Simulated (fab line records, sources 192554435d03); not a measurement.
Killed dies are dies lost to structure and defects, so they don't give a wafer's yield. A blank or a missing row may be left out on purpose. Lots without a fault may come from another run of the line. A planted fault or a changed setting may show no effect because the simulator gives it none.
Chamber matching | flow n5_finfet | N5_ZERO_LAYER_ETCH_17 on rie_diel-01: 4 sister chambers
The step etches SiO2 in CF4, target depth 12 nm, time 13.3 s. 8 wafers are shown with their chamber, then 8 later ones without.

WAFERS WITH THEIR CHAMBER
wafer  | chamber | showerhead_plenum_p_Torr (Torr) | rf_vpp_V (V)
L086.3 | 2       | 2.16                            | 949
L086.5 | 0       | 2.18                            | 951
L091.1 | 0       | 2.18                            | 950
L091.2 | 3       | 2.11                            | 947
L093.2 | 3       | 2.11                            | 947
L093.5 | 2       | 2.15                            | 949
L093.6 | 1       | 2.05                            | 943
L094.1 | 1       | 2.05                            | 943

WAFERS WITHOUT THEIR CHAMBER
wafer  | showerhead_plenum_p_Torr (Torr) | rf_vpp_V (V)
L094.4 | 2.11                            | 946
L094.6 | 2.15                            | 948
L096.2 | 2.04                            | 942
L096.4 | 2.15                            | 950
L096.6 | 2.15                            | 948
L097.1 | 2.04                            | 942
L097.5 | 2.17                            | 951
L097.6 | 2.11                            | 946

WHICH CHAMBER EACH WENT THROUGH
wafer  | from the rows above | in truth
L094.4 | 3                   | 3
L094.6 | 2                   | 2
L096.2 | 1                   | 1
L096.4 | 2                   | 2
L096.6 | 2                   | 2
L097.1 | 1                   | 1
L097.5 | 0                   | 0
L097.6 | 3                   | 3
Placed correctly: 8 of 8. Can't be placed from these rows: 0. Placed wrongly: 0.
How it was worked out, from the rows above alone: a wafer's distance from a chamber is the root of the sum, over the readings, of the square of ((its reading less the chamber's mean) divided by the reading's scatter). The wafer belongs to the nearest chamber; if the next one is less than 2 further off, it can't be placed. A chamber's mean is the mean of its shown wafers. The scatter: the root of (the sum of the squares of (reading less its chamber's mean) over the shown wafers, divided by (wafers less chambers)).
